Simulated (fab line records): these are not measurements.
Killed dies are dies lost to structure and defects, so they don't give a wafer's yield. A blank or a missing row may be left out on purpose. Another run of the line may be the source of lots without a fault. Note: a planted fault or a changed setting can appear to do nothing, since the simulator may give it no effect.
Struck lot and sound lot, side by side | flow nand_harc | 17 out of 1302 route steps
Sound: wafers L444.3, L444.4, L444.6. Struck: wafer L460.1 (L460.3, L460.4, from the same lot, were not struck and are left out); the cause is given at the end.
Per side, at each step with rows, come the tool, then ch with its chambers, and then its first start. Under that, the readings that differ: sound wafers | struck wafers | difference of the means | sigmas: that difference in standard deviations of wafers without a fault.
alike: a reading whose means differ by less than 2 such deviations, as well as words and numbers matching on both sides. not compared: withheld readings; readings where some wafer has no value; bounds like >300 that might hide an equal value; numbers whose values overlap and for which the record gives no deviation.
The two part at a step that has a row with sigmas, a row that says differs or no value, or rows on one side only. Numbers that don't overlap but have no deviation are shown without sigmas and don't part them. A reading missing from all wafers of one side parts the sides only when that side holds two or more wafers.

NHARC_THIN_TSV_DEP_43: deposits SiO2, target thk 1328.5 nm.
  sound on pecvd-04 ch 0,2, day 24 07:16; struck on pecvd-04 ch 2, day 30 22:44
  alike: throttle_valve_pct
  not compared: since_wet_clean_h
then, 8 steps without rows for these wafers: NHARC_THIN_TSV_DEHYDRATE_04 (time 120 s); NHARC_THIN_TSV_HMDS_05 (time 30 s); NHARC_THIN_TSV_COAT_06; NHARC_THIN_TSV_SOFTBAKE_07 (time 95 s); NHARC_THIN_TSV_EBR_08; NHARC_THIN_TSV_EXPOSE_09 (exposes mask TSV); NHARC_THIN_TSV_PEB_10 (peb time 85 s); NHARC_THIN_TSV_DEVELOP_11 (time 70 s).
NHARC_THIN_TSV_CD_MEAS_12: the cd target is 1000 nm.
  sound on cd_sem-01 ch 0, day 24 07:59; struck on cd_sem-01 ch 0, day 30 23:31
  alike: cd_nm
then, 1 step without rows for these wafers: NHARC_THIN_TSV_HARDBAKE_13 (time 80 s).
NHARC_THIN_TSV_DESCUM_14: chemistry O2, time 3 s.
  sound on rie_diel-06 ch 0,1,2, day 24 08:09; struck on rie_diel-01 ch 3, day 30 23:41
  reading                     | sound             | struck | difference | sigmas
  drypump_motor_current_A (A) | 6.8 6.0 6.2       | 4.8    | -1.5       | -2
  oes_product_au (a.u.)       | 1.002 1.012 0.987 | 1.019  | +0.019     | +2
  alike: rf_vpp_V, showerhead_plenum_p_Torr, throttle_valve_pct
  not compared: rf_hours_counter_h
NHARC_THIN_TSV_ETCH_44: etches the open film in CF4/O2, target depth 1594.2 nm, time 797.1 s.
  sound on rie_diel-06 ch 0,1,3, day 24 08:14; struck on rie_diel-01 ch 0, day 30 23:46
  reading               | sound             | struck | difference | sigmas
  oes_product_au (a.u.) | 1.002 1.006 1.001 | 1.246  | +0.243     | +25
  rf_fwd_power_W (W)    | 299.1 299.1 300.2 | 420.5  | +121.0     | +99 or more
  alike: bias_w, drypump_motor_current_A, rf_vpp_V, showerhead_plenum_p_Torr, throttle_valve_pct
  not compared: rf_hours_counter_h
NHARC_THIN_TSV_ETCH_15: target depth 3000 nm, bosch target overetch cycles 2, bosch etch step 2.8 s.
  sound on rie_si-06 ch 0,2,3, day 24 08:49; struck on rie_si-06 ch 2, day 31 00:20
  alike: drypump_motor_current_A
  not compared: rf_hours_counter_h
NHARC_THIN_TSV_CD_MEAS_16:
  sound on cd_sem-01 at day 24 08:58; struck on cd_sem-02 at day 31 00:29
  reading    | sound             | struck | difference | sigmas
  cd_nm (nm) | 998.3 998.8 999.4 | 990.9  | -7.9       | -5
NHARC_THIN_TSV_STRIP_45: strips in O2.
  sound on plasma_asher-02 ch 0,1, day 24 09:07; struck on plasma_asher-02 ch 1, day 31 00:37
  reading                | sound | struck | difference                   | sigmas
  rf_hours_counter_h (h) | - - - | 25     | no value on the sound wafers |
  alike: drypump_motor_current_A, heater_power_w
NHARC_END_SORT_01:
  at this point the record logs the struck wafers (prober-02 ch 0, day 31 14:29) and has no rows for the sound ones

== WHERE THEY PART ==
At NHARC_THIN_TSV_DESCUM_14 first; at NHARC_END_SORT_01 last (within this record only).

WHY: the cause the simulator had injected
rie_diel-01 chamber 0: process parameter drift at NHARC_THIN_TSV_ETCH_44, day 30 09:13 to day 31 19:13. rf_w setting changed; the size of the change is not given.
